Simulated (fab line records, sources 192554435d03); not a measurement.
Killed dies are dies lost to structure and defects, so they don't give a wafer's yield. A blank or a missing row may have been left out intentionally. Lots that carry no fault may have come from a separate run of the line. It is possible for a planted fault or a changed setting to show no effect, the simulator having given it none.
What tool caused it? -- flow n5Finfet -- Sampling: 24 lots, 72 wafers, 6 of 1938 route steps

== WHAT THE GAUGES SHOWED, per wafer ==
Not one reading of a measure or inspect step in the record can be checked against a usual standard deviation.

== WHAT TOOL EACH LOT RAN ON (gives the tool, then ch and the chambers of the sampled wafers, and finally the start) ==
lot,N5_BEOL_M1_ANNEAL_82,N5_BEOL_M2_STRIP_66,N5_BEOL_M2_ETCH_41,N5_BEOL_M2_SPUTTER_79,N5_BEOL_M2_SPUTTER_88,N5_BEOL_M2_SPUTTER_90
L074,"pvdSputter-03, day 6 03:06","rieDiel-05 ch 0,1,3, day 6 06:58","rieDiel-05 ch 0,2,3, day 6 14:39 or earlier","pvdSputter-03, day 6 14:39","pvdSputter-03, day 6 15:19","pvdSputter-03, day 6 15:32"
L075,"pvdSputter-02, day 6 15:05","rieDiel-06 ch 1,3, day 6 19:49","rieDiel-04 ch 0,1, day 7 00:10 or earlier","pvdSputter-03, day 7 00:10","pvdSputter-03, day 7 00:50","pvdSputter-03, day 7 01:03"
L076,"pvdSputter-01, day 6 18:35","rieDiel-05 ch 0,1,2, day 6 23:26","rieDiel-04 ch 0,1,2, day 7 10:38 or earlier","pvdSputter-01, day 7 10:38","pvdSputter-01, day 7 11:18","pvdSputter-01, day 7 11:31"
L077,"pvdSputter-02, day 7 02:20","rieDiel-04 ch 0,2,3, day 7 05:40","rieDiel-06 ch 1,2,3, day 8 05:59 or earlier","pvdSputter-01, day 8 05:59","pvdSputter-01, day 8 06:38","pvdSputter-01, day 8 06:52"
L078,"pvdSputter-01, day 7 03:58","rieDiel-05 ch 0,1,2, day 7 08:16","rieDiel-04 ch 1,3, day 8 06:07 or earlier","pvdSputter-02, day 8 06:07","pvdSputter-02, day 8 06:47","pvdSputter-02, day 8 07:00"
L079,"pvdSputter-01, day 7 19:29","rieDiel-04 ch 1,3, day 8 00:32","rieDiel-05 ch 0,2,3, day 8 08:04 or earlier","pvdSputter-02, day 8 08:04","pvdSputter-02, day 8 08:43","pvdSputter-02, day 8 08:56"
L081,"pvdSputter-01, day 7 21:57","rieDiel-06 ch 0,1,2, day 8 05:23","rieDiel-04 ch 1,2,3, day 8 08:50 or earlier","pvdSputter-01, day 8 08:50","pvdSputter-01, day 8 09:29","pvdSputter-01, day 8 09:43"
L080,"pvdSputter-01, day 8 01:32","rieDiel-06 ch 0,1,2, day 8 05:46","rieDiel-06 ch 1,2, day 8 14:14 or earlier","pvdSputter-01, day 8 14:14","pvdSputter-01, day 8 14:53","pvdSputter-01, day 8 15:07"
L082,"pvdSputter-01, day 8 03:37","rieDiel-04 ch 1,2,3, day 8 08:28","rieDiel-06 ch 1,2, day 8 15:34 or earlier","pvdSputter-02, day 8 15:34","pvdSputter-02, day 8 16:13","pvdSputter-02, day 8 16:26"
L083,"pvdSputter-02, day 8 18:46","rieDiel-06 ch 0,3, day 8 23:51","rieDiel-05 ch 1,3, day 9 05:18 or earlier","pvdSputter-03, day 9 05:18","pvdSputter-03, day 9 05:58","pvdSputter-03, day 9 06:11"
L084,"pvdSputter-02, day 8 21:26","rieDiel-06 ch 1,2,3, day 9 00:49","rieDiel-06 ch 0,3, day 9 05:25 or earlier","pvdSputter-02, day 9 05:25","pvdSputter-02, day 9 06:05","pvdSputter-02, day 9 06:18"
L085,"pvdSputter-01, day 9 05:22","rieDiel-05 ch 1,2,3, day 9 08:40","rieDiel-05 ch 0,1,3, day 9 12:23 or earlier","pvdSputter-01, day 9 12:23","pvdSputter-01, day 9 13:02","pvdSputter-01, day 9 13:16"
L087,"pvdSputter-02, day 9 17:35","rieDiel-05 ch 1,2,3, day 10 00:47","rieDiel-04 ch 0,3, day 10 07:23 or earlier","pvdSputter-01, day 10 07:23","pvdSputter-01, day 10 08:03","pvdSputter-01, day 10 08:16"
L086,"pvdSputter-01, day 10 04:08","rieDiel-04 ch 1,2,3, day 10 09:10","rieDiel-04 ch 0,2,3, day 10 15:23 or earlier","pvdSputter-02, day 10 15:23","pvdSputter-02, day 10 16:03","pvdSputter-02, day 10 16:16"
L089,"pvdSputter-03, day 10 04:20","rieDiel-06 ch 0,2,3, day 10 09:43","rieDiel-04 ch 1,2,3, day 10 15:59 or earlier","pvdSputter-03, day 10 15:59","pvdSputter-03, day 10 16:39","pvdSputter-03, day 10 16:52"
L088,"pvdSputter-02, day 10 06:05","rieDiel-04 ch 1,2, day 10 09:58","rieDiel-06 ch 0,1,3, day 10 19:33 or earlier","pvdSputter-03, day 10 19:33","pvdSputter-03, day 10 20:13","pvdSputter-03, day 10 20:26"
L090,"pvdSputter-03, day 10 10:19","rieDiel-05 ch 0,3, day 10 14:05","rieDiel-04 ch 0,1,3, day 10 20:36 or earlier","pvdSputter-01, day 10 20:36","pvdSputter-01, day 10 21:16","pvdSputter-01, day 10 21:29"
L091,"pvdSputter-03, day 10 14:15","rieDiel-05 ch 0,2,3, day 10 18:31","rieDiel-04 ch 0,2,3, day 10 23:34 or earlier","pvdSputter-03, day 10 23:34","pvdSputter-03, day 11 00:14","pvdSputter-03, day 11 00:27"
L092,"pvdSputter-01, day 10 19:04","rieDiel-04 ch 0,1,3, day 10 23:04","rieDiel-05 ch 0,2,3, day 11 06:01 or earlier","pvdSputter-01, day 11 06:01","pvdSputter-01, day 11 06:41","pvdSputter-01, day 11 06:54"
L093,"pvdSputter-01, day 10 23:29","rieDiel-05 ch 0,1,2, day 11 04:34","rieDiel-04 ch 0,2, day 11 08:24 or earlier","pvdSputter-01, day 11 08:24","pvdSputter-01, day 11 09:04","pvdSputter-01, day 11 09:17"
L094,"pvdSputter-02, day 11 09:05","rieDiel-04 ch 0,1,3, day 11 12:55","rieDiel-04 ch 0,1, day 11 18:02 or earlier","pvdSputter-03, day 11 18:02","pvdSputter-03, day 11 18:42","pvdSputter-03, day 11 18:55"
L095,"pvdSputter-01, day 11 22:43","rieDiel-06 ch 1,2,3, day 12 02:28","rieDiel-04 ch 0,1,2, day 12 16:11 or earlier","pvdSputter-03, day 12 16:11","pvdSputter-03, day 12 16:51","pvdSputter-03, day 12 17:04"
L096,"pvdSputter-01, day 12 04:29","rieDiel-06 ch 0,2,3, day 12 08:29","rieDiel-04 ch 1,2, day 12 17:51 or earlier","pvdSputter-02, day 12 17:51","pvdSputter-02, day 12 18:31","pvdSputter-02, day 12 18:44"
L097,"pvdSputter-03, day 12 14:15","rieDiel-05 ch 0,3, day 12 19:09","rieDiel-06 ch 0,3, day 13 00:02 or earlier","pvdSputter-01, day 13 00:02","pvdSputter-01, day 13 00:42","pvdSputter-01, day 13 00:55"
- N5_BEOL_M1_ANNEAL_82: time 240 s.
- N5_BEOL_M2_STRIP_66: strips in CF4.
- N5_BEOL_M2_ETCH_41: etches SiCN in CH3F/O2, target depth 29.9 nm, time 52.5 s.
- N5_BEOL_M2_SPUTTER_79: material Cu, target thk 4.5 nm, time 8.29 s.
- N5_BEOL_M2_SPUTTER_88: material Cu, target thk 4.5 nm, time 8.29 s.
- N5_BEOL_M2_SPUTTER_90: material Cu, target thk 4.5 nm, time 8.29 s.

== AS READ BY THE TOOLS THEMSELVES (means over the sampled wafers that have a number; for cases with no such wafer, the mark the record gives instead) ==
N5_BEOL_M1_ANNEAL_82.
lot,tool,heaterPowerW (W),susceptorTempC (C)
L074,pvdSputter-03,874,400.09
L075,pvdSputter-02,908,399.95
L076,pvdSputter-01,827,400.13
L077,pvdSputter-02,893,399.96
L078,pvdSputter-01,836,399.82
L079,pvdSputter-01,840,400.00
L081,pvdSputter-01,871,400.17
L080,pvdSputter-01,848,399.87
L082,pvdSputter-01,850,399.99
L083,pvdSputter-02,900,400.19
L084,pvdSputter-02,868,400.09
L085,pvdSputter-01,822,399.94
L087,pvdSputter-02,904,400.11
L086,pvdSputter-01,865,400.04
L089,pvdSputter-03,893,400.06
L088,pvdSputter-02,871,399.82
L090,pvdSputter-03,885,400.19
L091,pvdSputter-03,835,399.97
L092,pvdSputter-01,854,400.00
L093,pvdSputter-01,813,399.97
L094,pvdSputter-02,907,399.99
L095,pvdSputter-01,817,399.94
L096,pvdSputter-01,840,399.88
L097,pvdSputter-03,847,399.99

N5_BEOL_M2_STRIP_66.
lot,tool,drypumpMotorCurrentA (A),oesProductAu (a.u.),rfVppV (V),showerheadPlenumPTorr (Torr),throttleValvePct (%)
L074,rieDiel-05,5.7,0.75,271.1,1.76,13.77
L075,rieDiel-06,5.4,0.80,268.5,1.69,13.60
L076,rieDiel-05,6.1,0.76,270.4,1.76,13.76
L077,rieDiel-04,5.2,0.73,271.6,1.81,13.71
L078,rieDiel-05,6.1,0.75,271.0,1.76,13.77
L079,rieDiel-04,5.5,0.82,271.2,1.79,13.70
L081,rieDiel-06,5.9,0.76,269.5,1.75,13.60
L080,rieDiel-06,5.9,0.76,269.7,1.75,13.61
L082,rieDiel-04,5.2,0.76,271.6,1.80,13.71
L083,rieDiel-06,5.6,0.82,271.8,1.75,13.44
L084,rieDiel-06,5.4,0.83,270.4,1.74,13.50
L085,rieDiel-05,6.0,0.74,270.6,1.76,13.69
L087,rieDiel-05,6.0,0.74,271.6,1.76,13.71
L086,rieDiel-04,5.2,0.74,271.9,1.79,13.75
L089,rieDiel-06,5.7,0.90,270.6,1.78,13.28
L088,rieDiel-04,5.5,0.79,271.5,1.83,13.74
L090,rieDiel-05,5.6,0.72,271.4,1.77,13.82
L091,rieDiel-05,5.9,0.74,270.4,1.77,13.70
L092,rieDiel-04,5.6,0.75,271.0,1.80,13.77
L093,rieDiel-05,6.1,0.73,269.3,1.75,13.85
L094,rieDiel-04,5.6,0.74,270.8,1.80,13.80
L095,rieDiel-06,5.4,0.80,270.3,1.74,13.54
L096,rieDiel-06,5.7,0.87,269.9,1.78,13.31
L097,rieDiel-05,5.5,0.72,271.1,1.76,13.75

N5_BEOL_M2_ETCH_41.
lot,tool,drypumpMotorCurrentA (A),oesProductAu (a.u.),rfVppV (V),showerheadPlenumPTorr (Torr),throttleValvePct (%)
L074,rieDiel-05,5.9,0.78,297.1,1.99,16.35
L075,rieDiel-04,5.9,0.80,299.1,2.08,16.45
L076,rieDiel-04,5.6,0.78,298.3,2.07,16.47
L077,rieDiel-06,5.4,0.86,295.5,1.94,16.21
L078,rieDiel-04,5.2,0.77,297.4,1.96,16.56
L079,rieDiel-05,5.9,0.77,297.6,1.99,16.39
L081,rieDiel-04,5.2,0.77,297.3,2.01,16.53
L080,rieDiel-06,5.6,0.79,295.2,1.89,16.37
L082,rieDiel-06,5.6,0.80,295.5,1.89,16.36
L083,rieDiel-05,5.6,0.75,296.5,1.96,16.46
L084,rieDiel-06,5.6,0.83,296.9,1.97,16.25
L085,rieDiel-05,5.7,0.74,296.4,1.95,16.54
L087,rieDiel-04,5.2,0.73,297.0,1.98,16.57
L086,rieDiel-04,5.3,0.72,296.5,2.03,16.55
L089,rieDiel-04,5.2,0.75,297.8,2.01,16.57
L088,rieDiel-06,5.7,0.86,295.3,1.92,16.26
L090,rieDiel-04,5.6,0.76,297.4,2.02,16.55
L091,rieDiel-04,5.3,0.72,298.2,2.03,16.55
L092,rieDiel-05,5.9,0.75,296.9,1.98,16.43
L093,rieDiel-04,5.7,0.71,298.8,2.08,16.51
L094,rieDiel-04,5.9,0.79,298.3,2.05,16.55
L095,rieDiel-04,5.6,0.75,298.1,2.06,16.56
L096,rieDiel-04,5.2,0.73,297.8,2.05,16.57
L097,rieDiel-06,6.0,0.90,296.5,1.96,16.12

N5_BEOL_M2_SPUTTER_79.
lot,tool,susceptorTempC (C),throttleValvePct (%)
L074,pvdSputter-03,-19.95,29.4
L075,pvdSputter-03,-20.01,30.2
L076,pvdSputter-01,-19.87,31.1
L077,pvdSputter-01,-20.05,30.1
L078,pvdSputter-02,-19.97,30.5
L079,pvdSputter-02,-20.07,30.3
L081,pvdSputter-01,-20.03,31.4
L080,pvdSputter-01,-19.99,31.4
L082,pvdSputter-02,-19.96,30.1
L083,pvdSputter-03,-20.08,29.5
L084,pvdSputter-02,-19.97,30.1
L085,pvdSputter-01,-19.94,30.7
L087,pvdSputter-01,-19.94,31.9
L086,pvdSputter-02,-19.89,30.1
L089,pvdSputter-03,-19.98,29.4
L088,pvdSputter-03,-19.96,30.4
L090,pvdSputter-01,-19.97,30.1
L091,pvdSputter-03,-20.16,30.7
L092,pvdSputter-01,-20.01,31.4
L093,pvdSputter-01,-19.97,31.6
L094,pvdSputter-03,-19.98,29.3
L095,pvdSputter-03,-20.01,29.9
L096,pvdSputter-02,-20.11,30.7
L097,pvdSputter-01,-20.05,31.4

N5_BEOL_M2_SPUTTER_88.
lot,tool,susceptorTempC (C),throttleValvePct (%)
L074,pvdSputter-03,-20.05,29.6
L075,pvdSputter-03,-19.94,30.3
L076,pvdSputter-01,-20.01,31.0
L077,pvdSputter-01,-20.14,30.1
L078,pvdSputter-02,-19.98,30.5
L079,pvdSputter-02,-20.06,30.3
L081,pvdSputter-01,-19.99,31.4
L080,pvdSputter-01,-19.98,31.5
L082,pvdSputter-02,-20.01,30.1
L083,pvdSputter-03,-19.97,29.3
L084,pvdSputter-02,-20.07,30.1
L085,pvdSputter-01,-19.97,30.6
L087,pvdSputter-01,-19.88,31.9
L086,pvdSputter-02,-20.04,30.2
L089,pvdSputter-03,-19.93,29.3
L088,pvdSputter-03,-20.06,30.4
L090,pvdSputter-01,-19.99,30.2
L091,pvdSputter-03,-19.96,30.7
L092,pvdSputter-01,-19.96,31.5
L093,pvdSputter-01,-19.99,31.5
L094,pvdSputter-03,-19.91,29.3
L095,pvdSputter-03,-20.06,30.3
L096,pvdSputter-02,-20.00,30.7
L097,pvdSputter-01,-19.93,31.5

N5_BEOL_M2_SPUTTER_90.
lot,tool,susceptorTempC (C),throttleValvePct (%)
L074,pvdSputter-03,-20.12,29.5
L075,pvdSputter-03,-19.98,30.1
L076,pvdSputter-01,-19.86,31.0
L077,pvdSputter-01,-19.93,30.2
L078,pvdSputter-02,-19.87,30.5
L079,pvdSputter-02,-19.93,30.3
L081,pvdSputter-01,-19.93,31.4
L080,pvdSputter-01,-20.09,31.5
L082,pvdSputter-02,-20.12,30.1
L083,pvdSputter-03,-20.01,29.3
L084,pvdSputter-02,-20.08,30.1
L085,pvdSputter-01,-19.96,30.4
L087,pvdSputter-01,-20.03,31.9
L086,pvdSputter-02,-19.89,30.0
L089,pvdSputter-03,-20.08,29.2
L088,pvdSputter-03,-20.11,30.4
L090,pvdSputter-01,-20.01,30.3
L091,pvdSputter-03,-20.01,30.7
L092,pvdSputter-01,-20.06,31.3
L093,pvdSputter-01,-19.91,31.5
L094,pvdSputter-03,-19.95,29.5
L095,pvdSputter-03,-19.86,30.3
L096,pvdSputter-02,-20.04,30.8
L097,pvdSputter-01,-19.97,31.5

== THE ANSWER, worked out from the rows above alone ==
Rule: usual is defined by the lots themselves. The widest of any qualifying gaps counts: lots, ordered by their means at a reading, are off when they make up no more than a third of the lots, leave a main group of 4 or more, and stand apart from it by 3 or more times the standard deviation of that group's means. The tables above print the reading to a certain number of digits; a main group whose means all agree to those digits is not used. Also off: a lot with no number at a reading for which 4 or more lots have one. Where the step has rows for the other lots, those lots are counted as sound. First the gauges in route order, then the tools' own readings, where a lot's mean is used as printed above. At the first step where some lot is off, the reading lying furthest off is the one used; lots without a number count as furthest.
Across all readings shown, no lot is off: no conclusion can be drawn from this.

== WHAT THE SIMULATOR HAD PUT IN ==
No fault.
